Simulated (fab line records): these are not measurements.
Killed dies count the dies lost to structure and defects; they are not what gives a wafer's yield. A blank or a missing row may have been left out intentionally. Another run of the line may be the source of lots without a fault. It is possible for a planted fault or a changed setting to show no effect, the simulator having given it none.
Lot-split experiment :: flow n5_finfet :: route with 1938 steps; 7 lots, 21 wafers read

## ABOUT THE SPLIT
At N5_BEOL_M1_HM_DEP_02 (deposits TiN, target thk 20 nm), the setting target_thk_a was moved away from the recipe's 200 angstrom on 8 of the 21 wafers read, by -13.2% to +9.4%. This setting was run at the recipe's value on the other wafers.

## FROM THE SPLIT TO THE READING: what the file shows between them, 8 steps
- N5_BEOL_M1_COAT_05: resist thk 30 nm (also split here: spin_rpm)
- N5_BEOL_M1_EBR_07
- N5_BEOL_M1_SOFTBAKE_06: time 60 s
- N5_BEOL_M1_EXPOSE_08: exposes mask M1
- N5_BEOL_M1_PEB_09: peb time 60 s
- N5_BEOL_M1_DEVELOP_10: develop time 30 s
- N5_BEOL_M1_STRIP_75: strips in N2/H2
- N5_BEOL_M1_STRIP_66: strips in CF4

## THE READING
etch.depth_nm (the simulator's own value, which no gauge read), in nm, at N5_BEOL_M1_HM_OPEN_17 (chemistry Cl2/BCl3, target TiN, target depth 20 nm, overetch 6 nm). The file does not state a usual value for it. Average 19.97 nm, standard deviation 0.28 nm, over the 13 wafers here run with the recipe.

wafer: L075.1
tool, chamber at the split: pvd_sputter-01, -
target_thk_a as run, angstrom: 200
against the recipe: recipe
etch.depth_nm, nm: 20.1
against lot-mates on the recipe: -

wafer: L075.2
tool, chamber at the split: pvd_sputter-01, -
target_thk_a as run, angstrom: 200
against the recipe: recipe
etch.depth_nm, nm: 19.84
against lot-mates on the recipe: -

wafer: L075.6
tool, chamber at the split: pvd_sputter-01, -
target_thk_a as run, angstrom: 200
against the recipe: recipe
etch.depth_nm, nm: 20.05
against lot-mates on the recipe: -

wafer: L078.1
tool, chamber at the split: pvd_sputter-03, -
target_thk_a as run, angstrom: 173.7
against the recipe: -13.2%
etch.depth_nm, nm: 17.54
against lot-mates on the recipe: -2.67

wafer: L078.3
tool, chamber at the split: pvd_sputter-03, -
target_thk_a as run, angstrom: 173.7
against the recipe: -13.2%
etch.depth_nm, nm: 17.71
against lot-mates on the recipe: -2.50

wafer: L078.5
tool, chamber at the split: pvd_sputter-03, -
target_thk_a as run, angstrom: 200
against the recipe: recipe
etch.depth_nm, nm: 20.21
against lot-mates on the recipe: -

wafer: L079.1
tool, chamber at the split: pvd_sputter-02, -
target_thk_a as run, angstrom: 218.8
against the recipe: +9.4%
etch.depth_nm, nm: 22
against lot-mates on the recipe: +2.14

wafer: L079.3
tool, chamber at the split: pvd_sputter-02, -
target_thk_a as run, angstrom: 218.8
against the recipe: +9.4%
etch.depth_nm, nm: 21.78
against lot-mates on the recipe: +1.92

wafer: L079.6
tool, chamber at the split: pvd_sputter-02, -
target_thk_a as run, angstrom: 200
against the recipe: recipe
etch.depth_nm, nm: 19.86
against lot-mates on the recipe: -

wafer: L081.4
tool, chamber at the split: pvd_sputter-02, -
target_thk_a as run, angstrom: 200
against the recipe: recipe
etch.depth_nm, nm: 19.65
against lot-mates on the recipe: -

wafer: L081.5
tool, chamber at the split: pvd_sputter-02, -
target_thk_a as run, angstrom: 186.2
against the recipe: -6.9%
etch.depth_nm, nm: 18.3
against lot-mates on the recipe: -1.36

wafer: L081.6
tool, chamber at the split: pvd_sputter-02, -
target_thk_a as run, angstrom: 200
against the recipe: recipe
etch.depth_nm, nm: 19.66
against lot-mates on the recipe: -

wafer: L086.2
tool, chamber at the split: pvd_sputter-03, -
target_thk_a as run, angstrom: 200
against the recipe: recipe
etch.depth_nm, nm: 19.82
against lot-mates on the recipe: -

wafer: L086.3
tool, chamber at the split: pvd_sputter-03, -
target_thk_a as run, angstrom: 200
against the recipe: recipe
etch.depth_nm, nm: 19.53
against lot-mates on the recipe: -

wafer: L086.4
tool, chamber at the split: pvd_sputter-03, -
target_thk_a as run, angstrom: 200
against the recipe: recipe
etch.depth_nm, nm: 19.77
against lot-mates on the recipe: -

wafer: L089.2
tool, chamber at the split: pvd_sputter-02, -
target_thk_a as run, angstrom: 200
against the recipe: recipe
etch.depth_nm, nm: 20.28
against lot-mates on the recipe: -

wafer: L089.3
tool, chamber at the split: pvd_sputter-02, -
target_thk_a as run, angstrom: 200
against the recipe: recipe
etch.depth_nm, nm: 20.45
against lot-mates on the recipe: -

wafer: L089.6
tool, chamber at the split: pvd_sputter-02, -
target_thk_a as run, angstrom: 200
against the recipe: recipe
etch.depth_nm, nm: 20.36
against lot-mates on the recipe: -

wafer: L090.1
tool, chamber at the split: pvd_sputter-02, -
target_thk_a as run, angstrom: 178.4
against the recipe: -10.8%
etch.depth_nm, nm: 17.58
against lot-mates on the recipe: no lot-mate on the recipe

wafer: L090.4
tool, chamber at the split: pvd_sputter-02, -
target_thk_a as run, angstrom: 178.4
against the recipe: -10.8%
etch.depth_nm, nm: 17.72
against lot-mates on the recipe: no lot-mate on the recipe

wafer: L090.5
tool, chamber at the split: pvd_sputter-02, -
target_thk_a as run, angstrom: 178.4
against the recipe: -10.8%
etch.depth_nm, nm: 17.76
against lot-mates on the recipe: no lot-mate on the recipe

THE FIT
A straight line over all 21 wafers: etch.depth_nm changes by +0.199 nm for each +1% of target_thk_a; r = +0.98; the points scatter about the line by 0.27 nm.
The same after taking each lot's own level away (the mean of its wafers on the recipe; 18 wafers): +0.203 nm for each +1%; r = +1.00; scatter 0.1 nm.
According to that fit, moving target_thk_a by its largest amount changes the reading by 2.7 nm.
The lots' own levels span 19.655 to 20.363 nm, that is 2.5 times the standard deviation above.
The two slopes agree, so the slope changes little with the lot-to-lot level.
Check: -2.64 nm against its lot-mates is what the line predicts for one of the wafers moved furthest among these (-13.2%) when that wafer is left out of the fit. It came out at -2.67 nm against them.

## OTHER SPLITS APPLIED TO THESE WAFERS
Note: prior to the reading, these wafers also went through further splits. Each is held against what the fit with the lots' levels taken away leaves over:
other split on the same wafers: N5_BEOL_M0_SAQP_EXPOSE_11 dose_mj
wafers away from the commonest value: 6
r with etch.depth_nm (lot level and that fit taken away): +0.34

other split on the same wafers: N5_BEOL_M1_COAT_05 spin_rpm
wafers away from the commonest value: 6
r with etch.depth_nm (lot level and that fit taken away): +0.31

## THE WHOLE CHAIN: every reading that the file lists as answering this split, in the file's order
step: N5_BEOL_M1_HM_DEP_02
what it does: deposits TiN, target thk 20 nm
reading: TiN_of_BEOL_M1_HM_DEP_02.thk_nm (the simulator's own value, which no gauge read)
change (the file's fit): +0.202 nm for each +1% of the setting
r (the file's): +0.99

step: N5_BEOL_M1_HM_OPEN_17
what it does: chemistry Cl2/BCl3, target TiN, target depth 20 nm, overetch 6 nm
reading: etch.depth_nm (the simulator's own value, which no gauge read)
change (the file's fit): +0.202 nm for each +1% of the setting
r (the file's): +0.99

## THE FILE'S OWN FIT
etch.depth_nm changes by +0.202 nm for each +1% of target_thk_a, r = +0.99.
